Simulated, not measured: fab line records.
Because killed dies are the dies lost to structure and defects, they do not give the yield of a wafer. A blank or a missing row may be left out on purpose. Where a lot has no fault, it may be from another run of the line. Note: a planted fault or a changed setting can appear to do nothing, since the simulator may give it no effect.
Split-lot study ; flow n5-finfet ; 21 wafers read across 7 lots, on a route 1938 steps long

## ON THE SPLIT
At N5_BEOL_M2_ETCH_64 (etches SOC in N2/H2, target depth 75 nm, overetch 22.5 nm, time 121.9 s), the setting bias-w was moved away from the recipe's 150 W on 9 of the 21 wafers read, by -13.0% to +17.8%. All remaining wafers had this setting at the recipe value.

The split's own step is where the reading is taken.

## THE READING
rf-vpp-V, in V, at N5_BEOL_M2_ETCH_64 (etches SOC in N2/H2, target depth 75 nm, overetch 22.5 nm, time 121.9 s). Typical for fault-free wafers on this fab line: 523.6 V, with standard deviation 2 V.

wafer;tool, chamber at the split;bias-w as run, W;against the recipe;rf-vpp-V, V;against lot-mates on the recipe
L075.1;rie-diel-01, 1;157.9;+5.3%;542.2;+18.2
L075.3;rie-diel-01, 1;150;recipe;524.0;-
L075.4;rie-diel-01, 2;157.9;+5.3%;542.1;+18.1
L076.1;rie-diel-01, 2;150;recipe;522.7;-
L076.2;rie-diel-01, 1;150;recipe;524.3;-
L076.6;rie-diel-01, 2;150;recipe;525.5;-
L081.1;rie-diel-03, 0;150;recipe;521.8;-
L081.3;rie-diel-03, 1;130.5;-13.0%;479.9;-41.9
L081.6;rie-diel-03, 3;130.5;-13.0%;482.9;-38.9
L083.1;rie-diel-01, 1;150;recipe;524.3;-
L083.3;rie-diel-01, 2;150;recipe;524.7;-
L083.4;rie-diel-01, 0;150;recipe;523.0;-
L086.1;rie-diel-01, 3;176.7;+17.8%;585.9;+62.2
L086.3;rie-diel-01, 2;150;recipe;523.7;-
L086.5;rie-diel-01, 1;176.7;+17.8%;581.4;+57.7
L095.2;rie-diel-03, 2;170.8;+13.9%;568.0;+43.4
L095.5;rie-diel-03, 2;150;recipe;523.6;-
L095.6;rie-diel-03, 3;150;recipe;525.6;-
L096.2;rie-diel-04, 3;150;recipe;521.9;-
L096.3;rie-diel-04, 0;133.2;-11.2%;483.9;-38.0
L096.6;rie-diel-04, 3;133.2;-11.2%;483.2;-38.7

FIT RESULTS
A straight line over all 21 wafers: rf-vpp-V changes by +3.36 V for each +1% of bias-w; r = +1.00; the points scatter about the line by 1.7 V.
The same after taking each lot's own level away (the mean of its wafers on the recipe; 21 wafers): +3.29 V for each +1%; r = +1.00; scatter 1.6 V.
The reading moves by 59 V for the largest change in bias-w, on that fit.
The lots' own levels span 521.80 to 524.60 V, that is 1.4 times the standard deviation above.
So the lot-to-lot level changes the slope little: the two slopes agree.
Check: with one of the wafers moved furthest among these (+17.8%) left out of the fit, the line predicts +57.5 V for it against its lot-mates. Against them it came out at +62.2 V.
Tool readings at the split's step, against how far the setting was moved: rf-vpp-V r = +1.00.

## THE OTHER SPLITS THESE WAFERS WENT THROUGH
Note: prior to the reading, these wafers also went through further splits. Each is held against what the fit with the lots' levels taken away leaves over:
other split on the same wafers;wafers away from the commonest value;r with rf-vpp-V (lot level and that fit taken away)
N5_BEOL_M0_SAQP_HM_DEP_02 target-thk-a;8;-0.48
N5_BEOL_M0_SAQP_CUT_ETCH_46 time-s;10;+0.54
N5_BEOL_M0_CUTY_COAT_51 spin-rpm;5;-0.40
N5_BEOL_M1_COAT_61 spin-rpm;9;-0.12
N5_BEOL_M1_EXPOSE_08 dose-mj;11;-0.30
N5_BEOL_M2_COAT_05 spin-rpm;3;-0.12

## THE WHOLE CHAIN: every reading that the file lists as answering this split, in the file's order
step;what it does;reading;change (the file's fit);r (the file's)
N5_BEOL_M2_ETCH_64;etches SOC in N2/H2, target depth 75 nm, overetch 22.5 nm, time 121.9 s;rf-vpp-V;+3.27 V for each +1% of the setting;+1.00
N5_BEOL_M2_ETCH_64;etches SOC in N2/H2, target depth 75 nm, overetch 22.5 nm, time 121.9 s;SiARC_of_BEOL_M2_COAT_62.thk-nm (the simulator's own value, which no gauge read);-0.0793 nm for each +1% of the setting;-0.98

## THE FILE'S OWN FIT
rf-vpp-V changes by +3.27 V for each +1% of bias-w, r = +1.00.
